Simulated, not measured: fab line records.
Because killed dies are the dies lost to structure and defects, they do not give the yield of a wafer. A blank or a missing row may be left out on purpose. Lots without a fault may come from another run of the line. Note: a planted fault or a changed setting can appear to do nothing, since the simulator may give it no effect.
Problem report in the 8D (eight disciplines) form, filled by code || flow nandHarc || the parts of the form that need people (team, actions taken, sign-off) are left out

== 1. THE ISSUE ==
thkNm at NHARC_A_ONON_D2_THK_MEAS_27 reads a mean of 1496 nm on 6 wafers of 2 lots; wafers without a fault read 998 nm with a standard deviation of 9.6. That is +52 standard deviations from the usual mean.
The step: measures by ellipsometry.
The first sign was on wafer L230.1 at day 19 15:00, on filmMetro-01. Wafers with a number at this step in the record: 42, from 14 lots. Rule for "out" (also "out of limits"): further than 4 standard deviations from the usual mean. The other wafers with a number count as sound.

== 2. WHAT IT IS AND WHAT IT IS NOT ==
{"question": "which readings at this step", "is": "thkNm", "is not": "-"}
{"question": "which lots", "is": "L230, L232", "is not": "L214, L217, L218, L219, L220, L221, L223, L224, L234, L235, L236, L237"}
{"question": "which wafers of those lots", "is": "all that have a number", "is not": "-"}
{"question": "read on which gauges", "is": "filmMetro-01", "is not": "filmMetro-02"}
{"question": "when", "is": "from day 19 15:00", "is not": "up to then (24 sound wafers); but 12 sound wafers of L234, L235, L236, L237 came after"}

== 3. WHAT RULES OUT EACH SUSPECT ==
Counting: a tool stays on the suspect list if, at a process step up to the reading, it processed all lots that are out and no sound lot following the first of them.
- the gauge at NHARC_A_ONON_D2_THK_MEAS_27 is ruled out. All the wafers that are out were read on filmMetro-01, but those of them that NHARC_END_SORT_01 has rows for are out there too, on other tools.
- pecvdOnon-03 at NHARC_A_ONON_D2_DEP_25 (target thk 1000 nm): ruled out as a lasting fault. The sound lots L237 went through it after L230, its earliest lot that is out (day 19 14:29).
Left after counting: nothing in the record.

== 4. THE CAUSE (what the simulator had put in) ==
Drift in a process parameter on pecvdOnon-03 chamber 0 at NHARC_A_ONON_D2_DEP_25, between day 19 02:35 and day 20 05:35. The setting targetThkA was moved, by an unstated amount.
Counting ruled it out, wrongly: the rule takes a fault to strike every lot that its tool runs from its start on, and this one did not.

== 5. THE EFFECT CHAIN, in route order ==
Each row: a reading where the mean over the struck wafers with a number is more than 3 standard deviations away from the usual. Scope: only readings with a usual standard deviation given in the record; hours: median across lots of the time from each lot's start at the first step in this table that gives one to its start at this step; sigmas: change in usual standard deviations.
{"hours": 0, "step": "NHARC_A_ONON_D2_THK_MEAS_27", "reading": "thkNm", "usual": "998 nm", "on struck wafers": 1496, "change": "+498", "sigmas": "+52"}
{"hours": 276, "step": "NHARC_END_SORT_01", "reading": "killedAtArray", "usual": 55, "on struck wafers": 672, "change": "+617", "sigmas": "+41"}
{"hours": 276, "step": "NHARC_END_SORT_01", "reading": "killedDies", "usual": 59, "on struck wafers": 677, "change": "+618", "sigmas": "+41"}

== 6. WHAT WOULD HAVE CAUGHT IT SOONER ==
12 hours passed between the start of the fault at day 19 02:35 and the first reading out of limits at a measuring or inspecting step in this record, taken at day 19 15:00.
